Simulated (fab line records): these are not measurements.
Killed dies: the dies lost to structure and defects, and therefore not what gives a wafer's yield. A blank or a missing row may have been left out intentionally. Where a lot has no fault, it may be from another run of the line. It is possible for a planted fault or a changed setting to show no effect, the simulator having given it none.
Which tool did it? + flow nand_harc + 33 wafers from 11 lots sampled at 4 of the route's 1159 steps

## WHAT EACH GAUGE READ, for each wafer
NHARC_A_SGD_CUT_THK_MEAS_22: measures by ellipsometry.
| lot  | measured     | on            | thk_nm (nm)       |
|------|--------------|---------------|-------------------|
| L303 | day 14 04:23 | film_metro-01 | 148.8 146.5 148.0 |
| L304 | day 14 07:27 | film_metro-02 | 147.9 147.7 148.2 |
| L305 | day 14 07:33 | film_metro-02 | 149.2 148.6 147.4 |
| L306 | day 14 07:28 | film_metro-01 | 151.1 146.5 147.1 |
| L307 | day 15 06:26 | film_metro-01 | 148.3 146.9 147.0 |
| L309 | day 15 06:27 | film_metro-02 | 149.6 147.2 149.8 |
| L310 | day 15 10:35 | film_metro-01 | 146.7 147.0 146.7 |
| L311 | day 16 04:26 | film_metro-02 | 148.1 148.7 151.1 |
| L312 | day 16 04:26 | film_metro-01 | 147.3 149.4 147.0 |
| L316 | day 17 01:26 | film_metro-02 | 149.8 147.7 149.6 |
| L313 | day 17 01:17 | film_metro-02 | 148.6 148.7 85.1  |

## EACH LOT AND THE TOOL THAT RAN IT (in order: tool; ch and the chambers of the sampled wafers; start)
| lot  | NHARC_A_SGD_CUT_ETCH_58            | NHARC_A_SGD_CUT_DEP_20       | NHARC_A_SGD_CUT_CMP_21        |
|------|------------------------------------|------------------------------|-------------------------------|
| L303 | rie_diel-04 ch 1,2,3, day 14 01:02 | fcvd-02 ch 0,1, day 14 02:04 | cmp-03 ch 1,2,3, day 14 04:08 |
| L304 | rie_diel-01 ch 0,1,2, day 14 01:51 | fcvd-01 ch 0,1, day 14 02:55 | cmp-04 ch 0,1,3, day 14 07:12 |
| L305 | rie_diel-10 ch 1,2,3, day 14 02:08 | fcvd-02 ch 0,1, day 14 03:10 | cmp-03 ch 0,2,3, day 14 07:17 |
| L306 | rie_diel-04 ch 1,2,3, day 14 04:08 | fcvd-01 ch 0,1, day 14 05:15 | cmp-01 ch 0,1, day 14 07:12   |
| L307 | rie_diel-04 ch 0,1,2, day 14 21:46 | fcvd-02 ch 0,1, day 14 22:50 | cmp-03 ch 1,3, day 15 06:11   |
| L309 | rie_diel-01 ch 0,1,2, day 14 22:47 | fcvd-01 ch 0,1, day 14 23:50 | cmp-01 ch 0,2,3, day 15 06:11 |
| L310 | rie_diel-10 ch 0,2,3, day 15 03:53 | fcvd-02 ch 0, day 15 05:01   | cmp-03 ch 0,1, day 15 10:19   |
| L311 | rie_diel-04 ch 1,2,3, day 15 22:03 | fcvd-01 ch 0, day 15 23:07   | cmp-01 ch 2,3, day 16 04:11   |
| L312 | rie_diel-01 ch 0,3, day 15 22:34   | fcvd-02 ch 0,1, day 15 23:37 | cmp-04 ch 0,1,2, day 16 04:14 |
| L316 | rie_diel-10 ch 0,1,3, day 16 19:54 | fcvd-01 ch 0,1, day 16 20:59 | cmp-03 ch 0,2,3, day 17 01:14 |
| L313 | rie_diel-04 ch 1,2, day 16 21:22   | fcvd-01 ch 0,1, day 16 22:27 | cmp-03 ch 1,2,3, day 17 01:07 |
- NHARC_A_SGD_CUT_ETCH_58: etches the open film in CF4, target depth 39 nm, time 65 s.
- NHARC_A_SGD_CUT_DEP_20: deposits SiO2, target thk 150 nm.
- NHARC_A_SGD_CUT_CMP_21: polishes, target thk 148.19 nm.

## AS READ BY THE TOOLS THEMSELVES (means over the sampled wafers that have a number; for cases with no such wafer, the mark the record gives instead)
NHARC_A_SGD_CUT_ETCH_58.
| lot  | tool        | drypump_motor_current_A (A) | oes_product_au (a.u.) | rf_vpp_V (V) | showerhead_plenum_p_Torr (Torr) | throttle_valve_pct (%) |
|------|-------------|-----------------------------|-----------------------|--------------|---------------------------------|------------------------|
| L303 | rie_diel-04 | 5.9                         | 1.006                 | 152.9        | 1.85                            | 13.285                 |
| L304 | rie_diel-01 | 5.8                         | 0.985                 | 151.3        | 1.81                            | 13.278                 |
| L305 | rie_diel-10 | 5.9                         | 0.997                 | 151.4        | 1.74                            | 13.284                 |
| L306 | rie_diel-04 | 5.9                         | 1.015                 | 152.2        | 1.85                            | 13.287                 |
| L307 | rie_diel-04 | 5.4                         | 1.009                 | 152.0        | 1.84                            | 13.286                 |
| L309 | rie_diel-01 | 5.8                         | 1.003                 | 152.0        | 1.81                            | 13.279                 |
| L310 | rie_diel-10 | 5.7                         | 1.007                 | 150.0        | 1.73                            | 13.285                 |
| L311 | rie_diel-04 | 5.9                         | 1.009                 | 151.6        | 1.85                            | 13.284                 |
| L312 | rie_diel-01 | 6.4                         | 1.009                 | 150.8        | 1.74                            | 13.292                 |
| L316 | rie_diel-10 | 6.0                         | 0.999                 | 151.8        | 1.72                            | 13.283                 |
| L313 | rie_diel-04 | 5.7                         | 1.007                 | 152.5        | 1.86                            | 13.288                 |

NHARC_A_SGD_CUT_DEP_20.
| lot  | tool    | susceptor_temp_C (C) |
|------|---------|----------------------|
| L303 | fcvd-02 | 64.94                |
| L304 | fcvd-01 | 65.06                |
| L305 | fcvd-02 | 65.10                |
| L306 | fcvd-01 | 65.07                |
| L307 | fcvd-02 | 65.03                |
| L309 | fcvd-01 | 64.93                |
| L310 | fcvd-02 | 65.08                |
| L311 | fcvd-01 | 64.99                |
| L312 | fcvd-02 | 64.98                |
| L316 | fcvd-01 | -                    |
| L313 | fcvd-01 | 65.00                |

NHARC_A_SGD_CUT_CMP_21.
| lot  | tool   | motor_current_A (A) | time_to_endpoint_s (s) |
|------|--------|---------------------|------------------------|
| L303 | cmp-03 | 10.1                | 51                     |
| L304 | cmp-04 | 11.7                | 51                     |
| L305 | cmp-03 | 10.4                | 53                     |
| L306 | cmp-01 | 12.1                | 52                     |
| L307 | cmp-03 | 10.7                | 51                     |
| L309 | cmp-01 | 12.1                | 56                     |
| L310 | cmp-03 | 11.5                | 49                     |
| L311 | cmp-01 | 12.6                | 52                     |
| L312 | cmp-04 | 10.8                | 51                     |
| L316 | cmp-03 | 10.8                | 50                     |
| L313 | cmp-03 | 10.1                | 44                     |

## THE ANSWER, worked out from the rows above alone
Rule: what is usual is taken from the lots themselves. Put in order of their means at a reading, lots are off if they are a third of the lots or fewer, leave a main group of 4 or more, and stand apart from it by a gap of 3 or more times the standard deviation of the main group's means; of several such gaps the widest counts. A main group is skipped when, at the precision printed for the reading in the tables above, its means are all equal. Also off: a lot with no number at a reading for which 4 or more lots have one. Where the step has rows for the other lots, those lots are counted as sound. Order of review: gauges by route order, followed by the tools' own readings, for which a lot's mean as printed above is used. At the first step where some lot is off, the reading lying furthest off is the one used; lots without a number count as furthest.
Off: L313, at NHARC_A_SGD_CUT_THK_MEAS_22 (thk_nm). Main group: mean 148.2 nm, sd 0.73.
A tool fits if, at a process step before that reading, it ran every lot that is off, and no sound lot after the first of them. Gauges at NHARC_A_SGD_CUT_THK_MEAS_22: tried the same way as those tools. This does not decide it: 2 tools fit, namely rie_diel-04 at NHARC_A_SGD_CUT_ETCH_58 and fcvd-01 at NHARC_A_SGD_CUT_DEP_20.

## WHAT HAD BEEN PUT IN BY THE SIMULATOR
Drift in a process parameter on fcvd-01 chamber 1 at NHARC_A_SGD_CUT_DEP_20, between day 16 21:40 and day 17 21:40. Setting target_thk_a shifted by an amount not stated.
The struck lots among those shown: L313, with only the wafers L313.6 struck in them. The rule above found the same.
